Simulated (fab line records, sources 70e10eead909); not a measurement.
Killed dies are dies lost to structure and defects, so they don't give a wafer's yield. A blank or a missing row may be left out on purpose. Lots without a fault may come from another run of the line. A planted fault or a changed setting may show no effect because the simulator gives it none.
Which tool did it? | flow nand_harc | 11 lots, 33 wafers sampled, at 4 steps of a route of 1159

WHAT THE GAUGES READ, wafer by wafer
NHARC_P_ZERO_WELL_CD_MEAS_37: target cd 720 nm.
lot  | measured    | on        | cd_nm (nm)
L676 | day 1 16:13 | cd_sem-03 | 716.3 718.2 716.6
L678 | day 2 04:20 | cd_sem-03 | 721.0 719.2 717.8
L679 | day 2 10:16 | cd_sem-03 | 718.0 721.8 721.1
L681 | day 2 22:08 | cd_sem-01 | 717.7 717.7 718.3
L684 | day 3 15:59 | cd_sem-01 | 719.2 716.7 717.3
L685 | day 3 22:07 | cd_sem-02 | 719.2 720.6 716.3
L686 | day 4 04:16 | cd_sem-01 | 718.2 721.1 717.7
L688 | day 4 16:20 | cd_sem-02 | 721.9 722.9 722.4
L691 | day 5 10:14 | cd_sem-01 | 727.9 726.8 727.4 728.0 727.0 727.3
L698 | day 7 04:17 | cd_sem-03 | 717.7 718.2 717.8
L699 | day 7 10:20 | cd_sem-01 | 719.5 721.2 721.0

NHARC_P_STI_CD_MEAS_16.
lot  | measured    | on        | cd_nm (nm)
L676 | day 2 14:31 | cd_sem-03 | 197.7 200.6 196.9
L678 | day 2 23:42 | cd_sem-02 | 201.4 199.3 198.6
L679 | day 3 07:43 | cd_sem-03 | 202.5 203.4 198.9
L681 | day 3 17:32 | cd_sem-02 | 195.0 199.5 200.1
L684 | day 4 15:49 | cd_sem-03 | 196.6 195.6 194.8
L685 | day 4 15:38 | cd_sem-03 | 198.7 192.7 194.3
L686 | day 5 01:15 | cd_sem-03 | 194.1 194.1 194.4
L688 | day 5 13:36 | cd_sem-01 | 201.3 201.0 196.5
L691 | day 6 05:58 | cd_sem-01 | 195.8 194.3 201.3
L698 | day 7 22:47 | cd_sem-01 | 198.3 197.7 200.7
L699 | day 8 07:20 | cd_sem-03 | 196.3 196.2 195.0

WHICH TOOL RAN EACH LOT (tool, then ch and the chambers of the sampled wafers, then the start)
lot  | NHARC_P_ZERO_WELL_DESCUM_13       | NHARC_P_ZERO_WELL_EXPOSE_34
L676 | rie_diel-12 ch 1,2,3, day 1 13:31 | krf_scanner-01 ch 0, day 1 16:04
L678 | rie_diel-06 ch 2,3, day 2 01:31   | krf_scanner-01 ch 0, day 2 04:10
L679 | rie_diel-06 ch 1,2, day 2 07:26   | krf_scanner-04 ch 0, day 2 10:06
L681 | rie_diel-06 ch 0,1,2, day 2 19:25 | krf_scanner-02 ch 0, day 2 21:59
L684 | rie_diel-12 ch 0,2,3, day 3 13:24 | krf_scanner-01 ch 0, day 3 15:50
L685 | rie_diel-12 ch 0,1,3, day 3 19:25 | krf_scanner-01 ch 0, day 3 21:58
L686 | rie_diel-12 ch 2,3, day 4 01:27   | krf_scanner-04 ch 0, day 4 04:07
L688 | rie_diel-12 ch 2,3, day 4 13:25   | krf_scanner-04 ch 0, day 4 16:10
L691 | rie_diel-06 ch 0,1, day 5 07:24   | krf_scanner-01 ch 0, day 5 10:04
L698 | rie_diel-06 ch 0,2,3, day 7 01:25 | krf_scanner-01 ch 0, day 7 04:08
L699 | rie_diel-05 ch 0,1,2, day 7 07:28 | krf_scanner-02 ch 0, day 7 10:10
- NHARC_P_ZERO_WELL_DESCUM_13: chemistry O2, time 3 s.
- NHARC_P_ZERO_WELL_EXPOSE_34: exposes mask P PWELL, target cd 720 nm.

WHAT THE TOOLS THEMSELVES READ (means of the sampled wafers that have a number; where no wafer has one, the mark that the record gives instead)
NHARC_P_ZERO_WELL_DESCUM_13.
lot  | tool        | drypump_motor_current_A (A) | o2_flow_sccm (sccm) | oes_product_au (a.u.) | rf_vpp_V (V) | showerhead_plenum_p_Torr (Torr) | throttle_valve_pct (%)
L676 | rie_diel-12 | 5.5                         | 200.3               | 0.989                 | 57.0         | 1.83                            | 11.319
L678 | rie_diel-06 | 5.4                         | 200.1               | 1.002                 | 57.6         | 1.88                            | 11.298
L679 | rie_diel-06 | 6.1                         | 200.4               | 1.006                 | 57.1         | 1.81                            | 11.319
L681 | rie_diel-06 | 5.9                         | 200.3               | 1.002                 | 57.6         | 1.83                            | 11.312
L684 | rie_diel-12 | 5.9                         | 199.7               | 0.998                 | 57.4         | 1.80                            | 11.308
L685 | rie_diel-12 | 5.3                         | 199.9               | 0.987                 | 56.9         | 1.84                            | 11.309
L686 | rie_diel-12 | 6.0                         | 199.6               | 0.997                 | 57.9         | 1.79                            | 11.313
L688 | rie_diel-12 | 5.6                         | 199.9               | 0.990                 | 57.4         | 1.80                            | 11.302
L691 | rie_diel-06 | 5.9                         | 199.9               | 1.002                 | 57.3         | 1.86                            | 11.306
L698 | rie_diel-06 | 5.4                         | 200.6               | 0.988                 | 57.2         | 1.90                            | 11.309
L699 | rie_diel-05 | 5.2                         | 199.4               | 0.991                 | 58.9         | 1.89                            | 11.307

NHARC_P_ZERO_WELL_EXPOSE_34.
lot  | tool           | exposure_dose_mJ_cm2 | stage_vel_mm_s (mm/s)
L676 | krf_scanner-01 | 22.305               | 500.13
L678 | krf_scanner-01 | 22.286               | 499.75
L679 | krf_scanner-04 | 22.345               | 499.92
L681 | krf_scanner-02 | 22.308               | 499.85
L684 | krf_scanner-01 | 22.294               | 500.01
L685 | krf_scanner-01 | 22.329               | 499.86
L686 | krf_scanner-04 | 22.329               | 499.75
L688 | krf_scanner-04 | 22.271               | 500.17
L691 | krf_scanner-01 | 22.321               | 500.20
L698 | krf_scanner-01 | 22.268               | 500.13
L699 | krf_scanner-02 | 22.336               | 499.87

THE ANSWER, worked out from the rows above alone
Rule: what is usual is taken from the lots themselves. Put in order of their means at a reading, lots are off if they are a third of the lots or fewer, leave a main group of 4 or more, and stand apart from it by a gap of 3 or more times the standard deviation of the main group's means; of several such gaps the widest counts. A main group whose means are all the same, to the digits that the tables above print for the reading, isn't used. A lot without any number at a reading at which 4 lots or more have one is off too. The other lots that the step has rows for count as sound. The gauges are gone through in route order, then the tools' own readings, and for those a lot's mean is taken as printed above. The first step at which some lot is off is used, and at that step the reading that is off furthest; a lot without a number counts as furthest.
Off: L691, at NHARC_P_ZERO_WELL_CD_MEAS_37 (cd_nm). The main group: mean 719.1 nm, standard deviation 1.5.
A tool fits if, at a process step before that reading, it ran every lot that is off, and no sound lot after the first of them. The gauges at NHARC_P_ZERO_WELL_CD_MEAS_37 are tried like those tools. None of those tried fits.

WHAT THE SIMULATOR HAD PUT IN
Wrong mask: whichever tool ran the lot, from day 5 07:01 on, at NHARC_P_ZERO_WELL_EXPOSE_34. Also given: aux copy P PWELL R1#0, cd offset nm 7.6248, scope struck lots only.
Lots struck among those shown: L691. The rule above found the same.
